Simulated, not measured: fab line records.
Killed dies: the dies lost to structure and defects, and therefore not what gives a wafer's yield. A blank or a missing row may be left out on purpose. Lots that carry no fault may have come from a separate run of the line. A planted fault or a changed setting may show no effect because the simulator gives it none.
Chamber matching ; flow n5_finfet ; N5_BEOL_M12_ETCH_68 on rie_diel-05 has 4 sister chambers
The step etches SOC in N2/H2, time 285 s. 16 wafers are shown with their chamber, then 8 later ones without.

EACH WAFER AND ITS CHAMBER
wafer;chamber;drypump_motor_current_A (A);showerhead_plenum_p_Torr (Torr);throttle_valve_pct (%)
L078.1;0;5.2;2.51;17.46
L078.2;1;5.4;2.49;17.77
L078.4;2;6.2;2.42;18.16
L080.1;0;5.2;2.51;17.47
L080.2;2;6.2;2.42;18.18
L080.5;3;4.8;2.63;17.84
L081.2;0;5.2;2.50;17.48
L081.3;1;5.4;2.49;17.79
L081.6;0;5.2;2.50;17.46
L085.1;3;4.8;2.62;17.86
L085.3;0;5.2;2.50;17.48
L085.5;0;5.3;2.50;17.49
L087.1;0;5.2;2.50;17.49
L087.5;0;5.2;2.50;17.51
L087.6;1;5.4;2.48;17.82
L090.1;0;5.2;2.49;17.53

SIGNATURES, as means of the wafers listed above
reading;chamber 0;chamber 1;chamber 2;chamber 3;scatter within a chamber
drypump_motor_current_A;5.211;5.400;6.200;4.800;0.0272
showerhead_plenum_p_Torr;2.5011;2.4867;2.4200;2.6250;0.00581
throttle_valve_pct;17.4856;17.7933;18.1700;17.8500;0.0222
Rule: for a wafer and a chamber, the distance is found by dividing, reading by reading, the gap between the wafer's reading and the chamber's mean by the reading's scatter, squaring, summing and taking the root. The wafer belongs to the nearest chamber; if the next one is less than 2 further off, it can't be placed. The scatter is the square root of a quotient: the sum, over the shown wafers, of each reading's squared deviation from its chamber's mean, divided by wafers minus chambers.

WAFERS WITHOUT THEIR CHAMBER
wafer;drypump_motor_current_A (A);showerhead_plenum_p_Torr (Torr);throttle_valve_pct (%)
L090.4;4.8;2.62;17.91
L090.5;5.4;2.48;17.83
L091.2;4.8;2.62;17.90
L091.3;5.4;2.48;17.84
L091.5;5.2;2.49;17.51
L095.1;5.2;2.49;17.54
L095.5;5.2;2.49;17.52
L095.6;5.4;2.48;17.85

CHAMBER TAKEN BY EACH
wafer;from the rows above;in truth
L090.4;3;3
L090.5;1;1
L091.2;3;3
L091.3;1;1
L091.5;0;0
L095.1;0;0
L095.5;0;0
L095.6;1;1
Placed correctly: 8 of 8. Not placeable from these rows: 0. Placed wrongly: 0.
